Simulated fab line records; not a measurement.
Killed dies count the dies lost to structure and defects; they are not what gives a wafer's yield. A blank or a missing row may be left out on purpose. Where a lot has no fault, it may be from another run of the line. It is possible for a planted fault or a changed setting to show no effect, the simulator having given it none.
Comparing a struck lot with a sound one -- flow n5_finfet -- 38 out of 1938 route steps
Sound: the wafers L695.2, L695.3, L695.5. Struck: wafers L702.2, L702.4, L702.5. The cause comes at the end.
Per side, at each step with rows, come the tool, then ch with its chambers, and then its first start. Under that, the readings that differ: sound wafers -- struck wafers -- difference of the means -- sigmas: that difference in standard deviations of wafers without a fault.
alike: readings with means less than 2 such deviations apart, plus words and numbers identical on both sides. not compared: withheld readings, readings lacking a value on some wafer, bounds such as >300 that could conceal the same value, and numbers that have no deviation in the record and whose values overlap.
The two part at a step that has a row with sigmas, a row that says differs or no value, or rows on one side only. Numbers that have no deviation but don't overlap get no sigmas and don't part them. A reading missing from all wafers of one side parts the sides only when that side holds two or more wafers.

first, 11 steps without rows for these wafers: N5_FIN_SAQP_STRIP_74 (strips in CHF3/O2); N5_FIN_SAQP_MANDREL_ETCH_22 (etches a-Si in HBr/Cl2, stops on SiNx, target depth 60 nm, bt time 10 s, time 30 s); N5_FIN_SAQP_STRIP_55 (strips in N2/H2); N5_FIN_SAQP_STRIP_23 (strips in SPM, time 750 s); N5_FIN_SAQP_SRD_66 (time 30 s); N5_FIN_SAQP_RECESS_75 (chemistry HF/NH3, target SiO2, target depth 14.4 nm, afs cycles 3, sublimation time 60 s); N5_FIN_SAQP_SPACER1_ALD_24 (deposits SiO2, target thk 20.3 nm, pulse time 1 s, purge time 2 s); N5_FIN_SAQP_SPACER1_ETCHBACK_25 (etches SiO2 in CHF3/O2, target depth 24.4 nm, time 12.2 s); N5_FIN_SAQP_MANDREL1_REMOVE_56 (chemistry HBr/Cl2/O2, target a-Si, stops on SiNx, bt time 10 s); N5_FIN_SAQP_ETCH_57 (etches SiNx in CH3F/O2, target depth 32.5 nm, time 46.4 s); N5_FIN_SAQP_ETCH_65 (etches SiO2 in CF4, target depth 4 nm, time 4.4 s).
N5_FIN_SAQP_MANDREL_ETCH_58: etches a-Si in HBr/Cl2, stops on SiNx, target depth 45 nm, bt time 10 s, time 27 s.
  sound on rie_si-03 ch 1,2, day 2 18:18; struck on rie_si-03 ch 0,3, day 4 12:42
reading,sound,struck,difference,sigmas
oes_product_au (a.u.),0.695 0.714 0.703,0.634 0.632 0.652,-0.065,-6
over_etch_frac,0.8 0.8 0.8,1.2193 1.2193 1.2193,+0.4193,
model.SiNx_of_FIN_SAQP_HM_DEP_03.thk_nm (nm),37.43 37 37.4,35 35.2 35,-2,
  alike: bias_w, drypump_motor_current_A, he_backside_leak_sccm, rf_fwd_power_W, throttle_valve_pct
  not compared: rf_hours_counter_h
then, 9 steps without rows for these wafers: N5_FIN_SAQP_RECESS_63 (chemistry HF/NH3, target SiO2, target depth 18 nm, afs cycles 3, sublimation time 60 s); N5_FIN_SAQP_COAT_68 (time 60 s, resist thk 100 nm); N5_FIN_SAQP_ETCH_69 (etches SOC in N2/H2, stops on SiNx, target depth 150 nm); N5_FIN_SAQP_ETCH_67 (etches SiNx in CH3F/O2, target depth 30 nm); N5_FIN_SAQP_STRIP_70 (strips in N2/H2); N5_FIN_SAQP_RECESS_71 (chemistry HF/NH3, target SiO2, target depth 3 nm, afs cycles 1, sublimation time 60 s); N5_FIN_SAQP_SPACER2_ALD_28 (deposits SiO2, target thk 8.1 nm, pulse time 1 s, purge time 2 s); N5_FIN_SAQP_SPACER2_ETCHBACK_29 (etches SiO2 in CHF3/O2, target depth 12.2 nm, time 6.1 s); N5_FIN_SAQP_MANDREL2_REMOVE_60 (chemistry HBr/Cl2/O2, target a-Si, stops on SiNx, bt time 10 s).
N5_FIN_SAQP_HM_OPEN_33: chemistry CH3F/O2, target SiNx, target depth 49.4 nm, time 70.6 s.
  sound on rie_diel-03 ch 1,2, day 2 20:02; struck on rie_diel-01 ch 0,1,3, day 4 14:19
reading,sound,struck,difference,sigmas
etch_rf_on_time_s (s),67.1 69.2 70.0,63.5 63.6 62.6,-5.5,-4
model.etch.depth_nm (nm),36.8 36.35 36.7,34.41 34.64 34.32,-2.16,
  alike: CH3F_flow_sccm, bias_w, drypump_motor_current_A, oes_o_777_au, oes_product_au, rf_fwd_power_W, rf_vpp_V, showerhead_plenum_p_Torr, throttle_valve_pct
  not compared: rf_hours_counter_h
then, 14 steps without rows for these wafers: N5_FIN_SAQP_ETCH_34 (etches SiO2 in C4F6/O2, target depth 45 nm, time 15 s); N5_FIN_SAQP_STRIP_77 (strips in N2/H2, time 90 s); N5_FIN_SAQP_ETCH_64 (etches SiO2 in CF4, target depth 1.5 nm); N5_FIN_SAQP_FIN_ETCH_36 (etches the open film in HBr/Cl2/O2, target depth 120 nm, time 50.4 s); N5_FIN_SAQP_PRECLEAN_38 (cleans in O3/DIW, time 45 s); N5_FIN_SAQP_PRECLEAN_45 (cleans in dHF, time 10 s); N5_FIN_SAQP_SRD_39 (time 30 s); N5_FIN_CUT_COAT_18 (time 60 s, resist thk 230 nm); N5_FIN_CUT_COAT_19 (time 60 s, resist thk 20 nm); N5_FIN_CUT_COAT_29 (time 60 s, resist thk 10 nm); N5_FIN_CUT_COAT_02 (resist thk 30 nm); N5_FIN_CUT_EBR_04; N5_FIN_CUT_SOFTBAKE_03 (time 60 s); N5_FIN_CUT_EXPOSE_05 (exposes mask FIN CUT).
N5_STI_FIN_REVEAL_RECESS_09: chemistry HF/NH3, target SiO2, afs cycles 11, target depth 42.5 nm, sublimation time 60 s.
  sound on vapor_etch-01 ch 0,1, day 3 04:38; struck on vapor_etch-02 ch 0,1, day 4 23:26
reading,sound,struck,difference,sigmas
model.SiNx_of_FIN_SAQP_HM_DEP_03.thk_nm (nm),17.8 17.4 17.8,15.2 15.6 15.4,-2.3,
  alike: drypump_motor_current_A, sublimation_temp_c
-- here the record skips 6 days between the struck wafers' starts before and after, leaving off in module STI_FIN_REVEAL and picking up in module BEOL_M4 (first step shown: number 1111 of the route) --
N5_BEOL_M4_RC_MEAS_101:
  sound on prober-02 ch 0, day 8 07:23; struck on prober-01 ch 0, day 10 21:46
reading,sound,struck,difference,sigmas
VT_P (mV),-242 -243 -246,-251 -252 -250,-7,-2
  alike: DIBL_N, DIBL_P, IOFF_N, IOFF_P, ION_N, ION_P, SS_N, SS_P, VT_N

## WHERE THEY PART
First at N5_FIN_SAQP_MANDREL_ETCH_58; last, within this record, at N5_BEOL_M4_RC_MEAS_101.

WHY: the cause the simulator had injected
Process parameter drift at N5_FIN_SAQP_MANDREL_ETCH_58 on rie_si-03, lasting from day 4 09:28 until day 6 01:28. From 0.8, the setting over_etch_frac moved by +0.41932. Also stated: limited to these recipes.
